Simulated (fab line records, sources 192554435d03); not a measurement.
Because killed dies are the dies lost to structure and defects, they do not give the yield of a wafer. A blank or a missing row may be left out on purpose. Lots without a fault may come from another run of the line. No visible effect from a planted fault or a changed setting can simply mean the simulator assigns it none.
Chamber matching ; flow n5Finfet ; 4 sister chambers for N5_BEOL_M8_STRIP_36 on rieDiel-06
The step strips in N2/H2. 4 wafers are shown with their chamber, then 9 later ones without.

## WAFERS WITH THEIR CHAMBER
wafer;chamber;drypumpMotorCurrentA (A)
L081.5;2;5.6
L086.1;1;6.4
L086.5;0;5.9
L086.6;3;6.6

## WAFERS MISSING THEIR CHAMBER
wafer;drypumpMotorCurrentA (A)
L084.1;6.5
L084.2;5.9
L084.6;6.6
L087.1;6.6
L087.2;6.5
L087.3;5.9
L090.2;6.6
L090.3;6.4
L090.6;5.9

## CHAMBER TAKEN BY EACH
wafer;from the rows above;in truth
L084.1;can't be placed: 1 or 3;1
L084.2;0;0
L084.6;3;3
L087.1;3;3
L087.2;can't be placed: 1 or 3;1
L087.3;0;0
L090.2;3;3
L090.3;1;1
L090.6;0;0
Correctly placed: 7 of 9. Not placeable from these rows: 2 (in 2, the candidates include the true chamber). Placed wrongly: 0.
How it was worked out, from the rows above alone: a wafer's distance from a chamber is the root of the sum, over the readings, of the square of ((its reading less the chamber's mean) divided by the reading's scatter). If the next closest chamber is less than 2 further off than the closest, the wafer can't be placed; otherwise it belongs to the closest. A chamber's mean is the mean of its shown wafers. The scatter (one wafer shown for each chamber): square how far every hidden wafer sits from the nearest shown wafer, average those squares and take the square root.
